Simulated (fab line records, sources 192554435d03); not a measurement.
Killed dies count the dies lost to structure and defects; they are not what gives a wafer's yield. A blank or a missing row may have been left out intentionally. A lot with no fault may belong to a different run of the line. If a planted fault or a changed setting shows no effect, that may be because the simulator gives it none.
The tool behind it: which one? / flow n5Finfet / 27 wafers from 9 lots sampled at 7 of the route's 1938 steps

== WHAT THE GAUGES READ, wafer by wafer ==
N5_BEOL_M8_CD_MEAS_28: target cd 40 nm. Usual: cdNm at 40.02 nm, with a standard deviation of 0.21.
lot=L779; measured=day 9 21:05; on=cdSem-02; cdNm (nm)=40.05 39.68 39.96; flag=
lot=L780; measured=day 9 23:55; on=cdSem-02; cdNm (nm)=40.07 40.21 39.99; flag=
lot=L781; measured=day 10 10:28; on=cdSem-03; cdNm (nm)=40.57 40.20 40.33; flag=
lot=L784; measured=day 10 20:06; on=cdSem-03; cdNm (nm)=39.75 40.27 40.31; flag=
lot=L788; measured=day 12 15:41; on=cdSem-02; cdNm (nm)=40.03 39.70 40.04; flag=
lot=L791; measured=day 12 19:29; on=cdSem-02; cdNm (nm)=40.14 40.32 40.16; flag=
lot=L792; measured=day 12 22:40; on=cdSem-01; cdNm (nm)=40.16 39.61 40.23; flag=
lot=L797; measured=day 14 04:59; on=cdSem-03; cdNm (nm)=39.98 39.80 39.84; flag=
lot=L798; measured=day 14 13:22; on=cdSem-02; cdNm (nm)=39.86 40.18 39.79; flag=

N5_BEOL_M8_OCD_MEAS_38. Usual: trenchDepthNm at 92.9 nm, with a standard deviation of 1.2.
lot=L779; measured=day 9 21:38; on=ocd-01; trenchDepthNm (nm)=94.1 92.5 92.7; flag=
lot=L780; measured=day 10 00:28; on=ocd-01; trenchDepthNm (nm)=92.8 92.7 92.5; flag=
lot=L781; measured=day 10 11:20; on=ocd-01; trenchDepthNm (nm)=92.3 91.8 93.0; flag=
lot=L784; measured=day 10 20:49; on=ocd-01; trenchDepthNm (nm)=94.3 92.7 94.7; flag=
lot=L788; measured=day 12 16:40; on=ocd-02; trenchDepthNm (nm)=102.2 91.8 93.0; flag=
lot=L791; measured=day 12 20:02; on=ocd-02; trenchDepthNm (nm)=100.2 92.2 91.8; flag=
lot=L792; measured=day 12 23:13; on=ocd-02; trenchDepthNm (nm)=96.0 94.1 94.3; flag=
lot=L797; measured=day 14 05:52; on=ocd-02; trenchDepthNm (nm)=91.1 92.8 92.5; flag=
lot=L798; measured=day 14 14:12; on=ocd-02; trenchDepthNm (nm)=93.6 95.7 94.3; flag=

N5_BEOL_M8_THK_MEAS_53: measures by xrf. Usual: M8_THK typically reads 79.8 nm, with standard deviation 1.8.
lot=L779; measured=day 10 01:35; on=filmMetro-02; M8_THK (nm)=81.6 79.1 82.1; flag=
lot=L780; measured=day 10 02:42; on=filmMetro-02; M8_THK (nm)=81.5 79.8 79.2; flag=
lot=L781; measured=day 10 13:58; on=filmMetro-02; M8_THK (nm)=79.0 78.1 81.1; flag=
lot=L784; measured=day 10 23:41; on=filmMetro-01; M8_THK (nm)=80.9 80.5 83.0; flag=
lot=L788; measured=day 12 20:35; on=filmMetro-02; M8_THK (nm)=89.7 78.2 78.9; flag=
lot=L791; measured=day 12 23:30; on=filmMetro-01; M8_THK (nm)=88.5 81.2 79.9; flag=
lot=L792; measured=day 13 01:49; on=filmMetro-02; M8_THK (nm)=81.3 80.0 80.6; flag=
lot=L797; measured=day 14 10:32; on=filmMetro-01; M8_THK (nm)=77.6 77.9 78.7; flag=
lot=L798; measured=day 14 17:25; on=filmMetro-01; M8_THK (nm)=80.1 84.7 81.6; flag=

N5_BEOL_M8_RS_MEAS_57: measurement is done with a four-point probe. Usual: M8_RS typically reads 0.287 ohm/sq, with standard deviation 0.0069.
lot=L779; measured=day 10 01:44; on=filmMetro-01; M8_RS (ohm/sq)=0.281 0.291 0.281; flag=
lot=L780; measured=day 10 02:50; on=filmMetro-01; M8_RS (ohm/sq)=0.278 0.283 0.287; flag=
lot=L781; measured=day 10 14:05; on=filmMetro-01; M8_RS (ohm/sq)=0.289 0.295 0.281; flag=
lot=L784; measured=day 10 23:49; on=filmMetro-01; M8_RS (ohm/sq)=0.282 0.285 0.276; flag=
lot=L788; measured=day 12 20:43; on=filmMetro-02; M8_RS (ohm/sq)=0.248 0.289 0.286; flag=
lot=L791; measured=day 12 23:38; on=filmMetro-02; M8_RS (ohm/sq)=0.257 0.283 0.289; flag=
lot=L792; measured=day 13 01:56; on=filmMetro-01; M8_RS (ohm/sq)=0.276 0.281 0.280; flag=
lot=L797; measured=day 14 10:40; on=filmMetro-02; M8_RS (ohm/sq)=0.294 0.293 0.289; flag=
lot=L798; measured=day 14 17:32; on=filmMetro-01; M8_RS (ohm/sq)=0.289 0.271 0.282; flag=

== WHAT TOOL EACH LOT RAN ON (gives the tool, then ch and the chambers of the sampled wafers, and finally the start) ==
lot=L779; N5_BEOL_M8_TRENCH_ETCH_37=rieDiel-01 ch 1,2,3, day 9 21:29; N5_BEOL_M8_CURE_75=uvCure-02 ch 2, day 9 21:53; N5_BEOL_M8_DEGAS_44=pvdSputter-03, day 10 00:05
lot=L780; N5_BEOL_M8_TRENCH_ETCH_37=rieDiel-01 ch 0,1,2, day 10 00:18; N5_BEOL_M8_CURE_75=uvCure-02 ch 0, day 10 00:45; N5_BEOL_M8_DEGAS_44=pvdSputter-01, day 10 01:05
lot=L781; N5_BEOL_M8_TRENCH_ETCH_37=rieDiel-05 ch 1,2,3, day 10 11:10; N5_BEOL_M8_CURE_75=uvCure-01 ch 1, day 10 11:32; N5_BEOL_M8_DEGAS_44=pvdSputter-01, day 10 11:58
lot=L784; N5_BEOL_M8_TRENCH_ETCH_37=rieDiel-04 ch 1,2, day 10 20:40; N5_BEOL_M8_CURE_75=uvCure-03 ch 1, day 10 21:01; N5_BEOL_M8_DEGAS_44=pvdSputter-02, day 10 21:22
lot=L788; N5_BEOL_M8_TRENCH_ETCH_37=rieDiel-01 ch 0,1,2, day 12 16:31; N5_BEOL_M8_CURE_75=uvCure-02 ch 1, day 12 17:09; N5_BEOL_M8_DEGAS_44=pvdSputter-01, day 12 17:32
lot=L791; N5_BEOL_M8_TRENCH_ETCH_37=rieDiel-01 ch 0,1, day 12 19:53; N5_BEOL_M8_CURE_75=uvCure-01 ch 1, day 12 20:14; N5_BEOL_M8_DEGAS_44=pvdSputter-02, day 12 20:57
lot=L792; N5_BEOL_M8_TRENCH_ETCH_37=rieDiel-04 ch 0,2, day 12 23:04; N5_BEOL_M8_CURE_75=uvCure-03 ch 2, day 12 23:28; N5_BEOL_M8_DEGAS_44=pvdSputter-01, day 13 00:05
lot=L797; N5_BEOL_M8_TRENCH_ETCH_37=rieDiel-05 ch 0,1,3, day 14 05:42; N5_BEOL_M8_CURE_75=uvCure-01 ch 0, day 14 06:07; N5_BEOL_M8_DEGAS_44=pvdSputter-01, day 14 06:33
lot=L798; N5_BEOL_M8_TRENCH_ETCH_37=rieDiel-04 ch 0,1,2, day 14 14:02; N5_BEOL_M8_CURE_75=uvCure-02 ch 1, day 14 14:23; N5_BEOL_M8_DEGAS_44=pvdSputter-02, day 14 16:00
- N5_BEOL_M8_TRENCH_ETCH_37: etches SiCOH lowk in C4F6/O2, target depth 93.478 nm, time 31.2 s.
- N5_BEOL_M8_CURE_75: cures SiCOH lowk, time 120 s.
- N5_BEOL_M8_DEGAS_44: time 60 s.

== WHAT THE TOOLS THEMSELVES READ (means of the sampled wafers that have a number; where no wafer has one, the mark that the record gives instead) ==
N5_BEOL_M8_TRENCH_ETCH_37. Usual: drypumpMotorCurrentA 6.0 A, standard deviation 0.53; oes_f_703_au 0.79 a.u., standard deviation 0.077; oes_o_777_au 0.79 a.u., standard deviation 0.078; oesProductAu 0.79 a.u., standard deviation 0.083; rfFwdPowerW 340.1 W, standard deviation 1.5; rfVppV 667 V, standard deviation 4.9; showerheadPlenumPTorr 2.87 Torr, standard deviation 0.082; throttleValvePct 20.96 %, standard deviation 0.3.
lot=L779; tool=rieDiel-01; drypumpMotorCurrentA (A)=6.1; oes_f_703_au (a.u.)=0.76; oes_o_777_au (a.u.)=0.77; oesProductAu (a.u.)=0.75; rfFwdPowerW (W)=339.6; rfVppV (V)=666; showerheadPlenumPTorr (Torr)=2.81; throttleValvePct (%)=21.07; flag=
lot=L780; tool=rieDiel-01; drypumpMotorCurrentA (A)=6.2; oes_f_703_au (a.u.)=0.80; oes_o_777_au (a.u.)=0.81; oesProductAu (a.u.)=0.81; rfFwdPowerW (W)=340.5; rfVppV (V)=668; showerheadPlenumPTorr (Torr)=2.87; throttleValvePct (%)=21.17; flag=
lot=L781; tool=rieDiel-05; drypumpMotorCurrentA (A)=6.1; oes_f_703_au (a.u.)=0.81; oes_o_777_au (a.u.)=0.82; oesProductAu (a.u.)=0.81; rfFwdPowerW (W)=341.2; rfVppV (V)=668; showerheadPlenumPTorr (Torr)=2.91; throttleValvePct (%)=20.90; flag=
lot=L784; tool=rieDiel-04; drypumpMotorCurrentA (A)=5.7; oes_f_703_au (a.u.)=0.85; oes_o_777_au (a.u.)=0.85; oesProductAu (a.u.)=0.85; rfFwdPowerW (W)=339.0; rfVppV (V)=660; showerheadPlenumPTorr (Torr)=2.89; throttleValvePct (%)=20.68; flag=
lot=L788; tool=rieDiel-01; drypumpMotorCurrentA (A)=6.2; oes_f_703_au (a.u.)=0.86; oes_o_777_au (a.u.)=0.86; oesProductAu (a.u.)=0.80; rfFwdPowerW (W)=367.9; rfVppV (V)=645; showerheadPlenumPTorr (Torr)=2.86; throttleValvePct (%)=21.21; flag=OFF
lot=L791; tool=rieDiel-01; drypumpMotorCurrentA (A)=6.2; oes_f_703_au (a.u.)=0.91; oes_o_777_au (a.u.)=0.90; oesProductAu (a.u.)=0.83; rfFwdPowerW (W)=366.8; rfVppV (V)=647; showerheadPlenumPTorr (Torr)=2.88; throttleValvePct (%)=21.35; flag=OFF
lot=L792; tool=rieDiel-04; drypumpMotorCurrentA (A)=6.0; oes_f_703_au (a.u.)=0.88; oes_o_777_au (a.u.)=0.88; oesProductAu (a.u.)=0.89; rfFwdPowerW (W)=338.4; rfVppV (V)=662; showerheadPlenumPTorr (Torr)=2.94; throttleValvePct (%)=20.41; flag=
lot=L797; tool=rieDiel-05; drypumpMotorCurrentA (A)=5.8; oes_f_703_au (a.u.)=0.78; oes_o_777_au (a.u.)=0.79; oesProductAu (a.u.)=0.79; rfFwdPowerW (W)=340.7; rfVppV (V)=669; showerheadPlenumPTorr (Torr)=2.87; throttleValvePct (%)=20.89; flag=
lot=L798; tool=rieDiel-04; drypumpMotorCurrentA (A)=6.0; oes_f_703_au (a.u.)=0.82; oes_o_777_au (a.u.)=0.82; oesProductAu (a.u.)=0.83; rfFwdPowerW (W)=338.9; rfVppV (V)=665; showerheadPlenumPTorr (Torr)=2.91; throttleValvePct (%)=20.70; flag=

N5_BEOL_M8_CURE_75. Usual: lampPowerPct 52.31 %, standard deviation 0.054; wafer_temp_C_max 371.8, standard deviation 0.64.
lot=L779; tool=uvCure-02; lampPowerPct (%)=52.31; wafer_temp_C_max=371.2; flag=
lot=L780; tool=uvCure-02; lampPowerPct (%)=52.32; wafer_temp_C_max=372.2; flag=
lot=L781; tool=uvCure-01; lampPowerPct (%)=52.33; wafer_temp_C_max=372.0; flag=
lot=L784; tool=uvCure-03; lampPowerPct (%)=52.33; wafer_temp_C_max=372.1; flag=
lot=L788; tool=uvCure-02; lampPowerPct (%)=52.31; wafer_temp_C_max=370.7; flag=
lot=L791; tool=uvCure-01; lampPowerPct (%)=52.31; wafer_temp_C_max=371.6; flag=
lot=L792; tool=uvCure-03; lampPowerPct (%)=52.27; wafer_temp_C_max=372.3; flag=
lot=L797; tool=uvCure-01; lampPowerPct (%)=52.32; wafer_temp_C_max=370.7; flag=
lot=L798; tool=uvCure-02; lampPowerPct (%)=52.23; wafer_temp_C_max=371.3; flag=

N5_BEOL_M8_DEGAS_44. Usual: heaterPowerW at 326 W, with a standard deviation of 40.
lot=L779; tool=pvdSputter-03; heaterPowerW (W)=306; flag=
lot=L780; tool=pvdSputter-01; heaterPowerW (W)=385; flag=
lot=L781; tool=pvdSputter-01; heaterPowerW (W)=349; flag=
lot=L784; tool=pvdSputter-02; heaterPowerW (W)=296; flag=
lot=L788; tool=pvdSputter-01; heaterPowerW (W)=321; flag=
lot=L791; tool=pvdSputter-02; heaterPowerW (W)=298; flag=
lot=L792; tool=pvdSputter-01; heaterPowerW (W)=352; flag=
lot=L797; tool=pvdSputter-01; heaterPowerW (W)=338; flag=
lot=L798; tool=pvdSputter-02; heaterPowerW (W)=264; flag=

== THE ANSWER, worked out from the rows above alone ==
Rule: a lot counts as off when the mean over its wafers that have a number is more than 3 standard deviations away from the usual mean. A lot without any number at a reading at which 4 lots or more have one is off too. All remaining lots with rows at the step are treated as sound. First the gauges in route order, then the tools' own readings, where a lot's mean is used as printed above. The first step at which some lot is off is used, and at that step the reading that is off furthest; a lot without a number counts as furthest.
Off: L788, L791 (N5_BEOL_M8_TRENCH_ETCH_37, rfFwdPowerW).
A tool fits if, at that step or a process step before it, it ran every lot that is off, and no sound lot after the first of them. One candidate fits, namely rieDiel-01 at N5_BEOL_M8_TRENCH_ETCH_37. A fault onset in the window from L780 (day 10 00:18, its last sound lot) to L788 (day 12 16:31, its first lot off) fits.
The tool's own readings at N5_BEOL_M8_TRENCH_ETCH_37 bear it out: on the lots that are off they differ by more than 5 times the standard deviation of the sound lots' means. rfFwdPowerW reads 367.4 W there against 339.8 W on the sound lots; rfVppV reads 646 V there against 665 V on the sound lots.

== WHAT WAS PUT IN BY THE SIMULATOR ==
rieDiel-01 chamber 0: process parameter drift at N5_BEOL_M8_TRENCH_ETCH_37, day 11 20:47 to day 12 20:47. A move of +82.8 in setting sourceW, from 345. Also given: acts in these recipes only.
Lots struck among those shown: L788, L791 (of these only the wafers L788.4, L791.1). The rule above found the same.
